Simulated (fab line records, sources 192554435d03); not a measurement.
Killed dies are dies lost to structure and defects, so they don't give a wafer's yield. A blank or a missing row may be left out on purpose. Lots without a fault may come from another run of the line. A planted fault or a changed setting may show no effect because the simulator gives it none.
fab line records | flow n5_finfet | part 2 of 2: steps 21 to 30 of 30
record lots=5 wafers=15 last_day=20
route steps=1938 shown MOL_CONTACT_COAG@536
lots that met no fault: from a run of the same line without faults
start_h: hours from the record's first day to the start of the lot's first wafer shown | wait_h: hours since the lot's step before | " the same as in the row above | L1.1+2: a row that stands for several wafers | - no value, or no start given | * or withheld: withheld | < > ~ a bound
route shown NAME@n: a module of which the file shows steps, and the number in the route of the first | usual: mean/standard deviation of fault-free wafers | same: alike in all rows | chamber/n: place in a boat | sites: the reading at each site | _std_site: their standard deviation | _edge_site: outer sites' mean less inner sites' | radius_mm: how far each site lies from the wafer's centre | mask NAME#n: copy n | behind: the tool/chamber that last shaped the wafer | hold: why the lot was held/for how many hours/how that ended | device: the transistor (n, p or np) that didn't switch | end of line: the same wafers' tests at the end of the route | a step without rows: its recipe alone | killed: dies lost to structure and defects at the first sort, not the wafer's yield | map: a wafer's dies, x killed, . not, _ none there
set.NAME: the setting as run; set.NAME@STEP: as run at that earlier step | model.NAME: the simulator's own value behind a step, which no gauge read
lots at some steps of the route; a table a step, a row a wafer
services: from which hour (start_h, from the record's first day; less than 0 if before it) a tool's chamber was out of use, for how many hours, and why
## steps
# step N5_MOL_CONTACT_COAG_WET_ETCH_116
# recipe chemistry=SC1-inhibited target_depth_nm=4.6 dry=ipa_marangoni rinse_time_s=30 rinse_temp_c=23
# usual rinse_temp_c=22.99/0.099
# columns lot.wafer tool chamber start_h wait_h rinse_temp_c
L075.1 wet_bench-04 0 99.75 0.0 22.97
L075.2 " 1 " " 22.80
L075.5 " 2 " " 23.06
L083.2 wet_bench-03 3 151.23 0.0 22.97
L083.3 " 5 " " 22.92
L083.6 " 6 " " 22.97
L085.2 wet_bench-01 2 164.12 0.0 23.29
L085.3 " 3 " " 23.11
L085.6 " 1 " " 22.83
L087.4 wet_bench-01 5 180.52 0.0 23.21
L087.5 " 2 " " 23.06
L087.6 " 0 " " 23.00
L096.1 wet_bench-03 6 226.28 0.0 22.96
L096.2 " 2 " " 22.89
L096.6 " 1 " " 22.99
# step N5_MOL_CONTACT_COAG_ALD_27
# recipe material=SiOC target_thk_a=170 temp_c=400 ald_precursor_family=carbosiloxane ald_co_reactant=H2-plasma pulse_time_s=1.5 time_s=2720 purge_time_s=2 co_reactant_purge_time_s=2 ald_cycles=340 pressure_torr=2
# usual heater_power_w=870/73 precursor_pulse_height_rel=1.000/0.02
# columns lot.wafer tool chamber start_h wait_h heater_power_w precursor_pulse_height_rel
L075.1 ald_sin-02 3 100.33 0.3 961 1.007
L075.2 " 2 " " 935 0.981
L075.5 " 3 " " 987 0.949
L083.2 ald_sin-02 2 151.55 0.0 906 0.996
L083.3 " 0 " " 841 1.014
L083.6 " 1 " " 744 0.993
L085.2 ald_sin-02 3 164.66 0.2 943 1.016
L085.3 " 0 " " 819 0.968
L085.6 " 0 " " 858 1.020
L087.4 ald_sin-02 3 181.96 1.2 967 1.005
L087.5 " 1 " " 742 1.012
L087.6 " 2 " " 924 1.025
L096.1 ald_sin-04 3 226.60 0.0 894 0.995
L096.2 " 0 " " 923 1.005
L096.6 " 1 " " 923 0.997
# step N5_MOL_CONTACT_COAG_CMP_28
# recipe stop_on=SiNx t_overpolish_s=0.85 post_cmp_clean=alkaline_brush down_force_psi=4.15 platen_rpm=51.8 pad_velocity_m_s=1.0307 target_thk_nm=14.522
# usual motor_current_A=12.2/1.5 platen_rpm=51.80/0.031 time_to_endpoint_s=5.0/2.3
# columns lot.wafer tool chamber start_h wait_h motor_current_A platen_rpm time_to_endpoint_s
L075.1 cmp-03 3 101.90 0.8 14.0 51.82 9.5
L075.2 " 2 " " 14.1 51.83 6.3
L075.5 " 0 " " 13.0 51.77 7.4
L083.3 cmp-02 0 153.16 0.8 13.0 51.78 5.2
L083.2 " 1 " " 10.6 51.80 6.3
L083.6 " 3 " " 10.7 51.82 3.1
L085.3 cmp-03 2 166.27 0.8 14.8 51.74 5.6
L085.2 " 3 " " 14.3 51.80 6.8
L085.6 " 2 " " 14.2 51.83 5.0
L087.4 cmp-04 1 183.64 0.9 11.3 51.79 4.5
L087.6 " 2 " " 11.2 51.79 4.6
L087.5 " 3 " " 10.0 51.76 1.1
L096.1 cmp-02 2 228.21 0.8 12.9 51.81 3.2
L096.2 " 0 " " 13.1 51.79 4.5
L096.6 " 2 " " 13.0 51.88 6.6
# step N5_MOL_CONTACT_COAG_THK_MEAS_29
# recipe reads=SiNx_of_GATE_CUT_PECVD_57+SiNx_of_GATE_CUT_SAC_CAP_01
# usual MD_CAP_THK=17.93/0.071
# columns lot.wafer tool chamber start_h wait_h MD_CAP_THK[nm]
L075.1 film_metro-02 - 102.19 - 17.94
L075.2 " - " " 18.01
L075.5 " - " " 18.04
L083.2 film_metro-02 - 153.41 - 17.94
L083.3 " - " " 17.92
L083.6 " - " " 17.93
L085.2 film_metro-02 - 166.53 - 17.84
L085.3 " - " " 17.90
L085.6 " - " " 17.84
L087.4 film_metro-02 - 183.83 - 17.89
L087.5 " - " " 17.88
L087.6 " - " " 17.85
L096.1 film_metro-02 - 228.47 - 17.82
L096.2 " - " " 17.97
L096.6 " - " " 17.95
# step N5_MOL_CONTACT_COAG_ALD_123
# recipe material=SiNx target_thk_a=50 temp_c=400 ald_precursor_family=SiH2I2 ald_co_reactant=N2/H2-plasma pulse_time_s=1 purge_time_s=2 co_reactant_purge_time_s=2 ald_cycles=100 pressure_torr=2
# usual heater_power_w=865/78 precursor_pulse_height_rel=0.998/0.02
# columns lot.wafer tool chamber start_h wait_h heater_power_w precursor_pulse_height_rel
L075.1 ald_sin-02 0 102.23 0.0 817 1.001
L075.2 " 1 " " 749 1.017
L075.5 " 1 " " 729 0.980
L083.2 ald_sin-02 0 153.69 0.3 827 1.013
L083.3 " 1 " " 739 1.025
L083.6 " 0 " " 830 1.027
L085.2 ald_sin-02 3 166.56 0.0 967 1.003
L085.3 " 2 " " 926 1.014
L085.6 " 3 " " 922 0.944
L087.4 ald_sin-04 0 185.90 2.1 956 1.015
L087.5 " 0 " " 906 1.018
L087.6 " 3 " " 902 1.017
L096.1 ald_sin-03 3 228.50 0.0 930 1.032
L096.2 " 0 " " 765 0.999
L096.6 " 0 " " 756 0.998
# step N5_MOL_CONTACT_COAG_PECVD_31
# recipe material=SiO2 target_thk_a=460 temp_c=400 precursor=TEOS/O2 pressure_torr=6.5 rf_w=withheld teos_flow_sccm=withheld gas=O2 flow_sccm=2650 time_s=8.9
# columns lot.wafer tool chamber start_h wait_h
L075.1+2+5 pecvd-02 2,0,2 102.74 0.3
L083.2+3+6 pecvd-02 1,2,1 154.19 0.3
L085.2+3+6 pecvd-01 0,0,2 167.07 0.3
L087.4+5+6 pecvd-03 2,0,1 186.42 0.3
L096.1+2+6 pecvd-01 1,0,0 229.01 0.3
# step N5_MOL_CONTACT_COAG_COAT_75
# recipe resist=SOC temp_c=250 time_s=60 spin_rpm=1500 resist_thk_nm=60
# usual resist_line_temp_C=23.02/0.099
# columns lot.wafer tool chamber start_h wait_h resist_line_temp_C
L075.1 litho_track-02 0 102.79 0.0 22.99
L075.2 " 0 " " 22.91
L075.5 " 0 " " 23.01
L083.2 litho_track-02 0 154.25 0.0 23.03
L083.3 " 0 " " 22.95
L083.6 " 0 " " 23.14
L085.2 litho_track-02 0 167.14 0.1 23.02
L085.3 " 0 " " 23.04
L085.6 " 0 " " 23.10
L087.4 litho_track-02 0 186.46 0.0 23.27
L087.5 " 0 " " 23.20
L087.6 " 0 " " 23.04
L096.1 litho_track-01 0 229.08 0.1 23.00
L096.2 " 0 " " 22.91
L096.6 " 0 " " 23.01
# step N5_MOL_CONTACT_COAG_COAT_76
# recipe resist=SiARC temp_c=220 time_s=60 spin_rpm=1500 resist_thk_nm=10
# usual resist_line_temp_C=23.01/0.1
# columns lot.wafer tool chamber start_h wait_h resist_line_temp_C
L075.1 litho_track-02 0 - - 22.98
L075.2 " 0 " " 23.02
L075.5 " 0 " " 22.94
L083.2 litho_track-02 0 - - 22.98
L083.3 " 0 " " 22.86
L083.6 " 0 " " 22.90
L085.2 litho_track-02 0 - - 23.17
L085.3 " 0 " " 22.98
L085.6 " 0 " " 22.87
L087.4 litho_track-02 0 - - 22.97
L087.5 " 0 " " 22.93
L087.6 " 0 " " 22.96
L096.1 litho_track-01 0 - - 22.98
L096.2 " 0 " " 23.08
L096.6 " 0 " " 22.98
# step N5_MOL_CONTACT_COAG_COAT_77
# recipe resist=underlayer temp_c=205 time_s=60 spin_rpm=1500 resist_thk_nm=10
# usual resist_line_temp_C=23.01/0.11
# columns lot.wafer tool chamber start_h wait_h resist_line_temp_C
L075.1 litho_track-02 0 - - 22.98
L075.2 " 0 " " 23.07
L075.5 " 0 " " 22.92
L083.2 litho_track-02 0 - - 23.03
L083.3 " 0 " " 22.98
L083.6 " 0 " " 23.05
L085.2 litho_track-02 0 - - 23.20
L085.3 " 0 " " 23.03
L085.6 " 0 " " 23.11
L087.4 litho_track-02 0 - - 22.95
L087.5 " 0 " " 23.10
L087.6 " 0 " " 22.97
L096.1 litho_track-01 0 - - 22.97
L096.2 " 0 " " 23.01
L096.6 " 0 " " 23.02
# step N5_MOL_CONTACT_COAG_COAT_78
# recipe resist=CAR-EUV spin_rpm=1500 resist_thk_nm=40
# usual resist_line_temp_C=23.01/0.11
# columns lot.wafer tool chamber start_h wait_h resist_line_temp_C
L075.1 litho_track-02 0 - - 22.83
L075.2 " 0 " " 23.04
L075.5 " 0 " " 23.08
L083.2 litho_track-02 0 - - 22.94
L083.3 " 0 " " 23.00
L083.6 " 0 " " 22.97
L085.2 litho_track-02 0 - - 22.92
L085.3 " 0 " " 23.13
L085.6 " 0 " " 22.95
L087.4 litho_track-02 0 - - 23.15
L087.5 " 0 " " 23.20
L087.6 " 0 " " 23.07
L096.1 litho_track-01 0 - - 23.18
L096.2 " 0 " " 23.25
L096.6 " 0 " " 23.16
## services
# columns tool chamber start_h hours kind
remote_plasma-02 - 75.63 0.3 repair
ald_sin-04 3 85.16 20.9 repair
ald_sin-02 - 85.96 6.1 pm
rie_diel-03 2 92.46 1.3 repair
cmp-03 - 107.57 1.3 repair
pecvd-02 - 111.59 2.0 repair
cmp-03 - 115.41 0.8 repair
pvd_sputter-03 - 119.69 7.0 repair
cmp-04 - 121.36 3.4 repair
implanter-01 - 122.28 4.1 pm
pvd_sputter-02 - 123.05 1.0 repair
cmp-02 - 127.43 5.4 pm
ald_metal-03 3 130.12 25.3 repair
cmp-02 - 133.88 3.1 repair
pvd_sputter-02 - 137.09 1.4 repair
rie_diel-03 - 145.13 5.1 repair
cmp-04 - 149.67 7.2 pm
rie_diel-05 - 153.20 0.2 repair
cmp-02 - 166.33 0.5 repair
rie_diel-02 1 172.00 5.8 repair
rie_diel-03 3 172.89 20.0 repair
cmp-04 - 173.78 4.8 repair
cmp-04 - 212.56 7.0 repair
cmp-04 - 227.15 26.0 pm
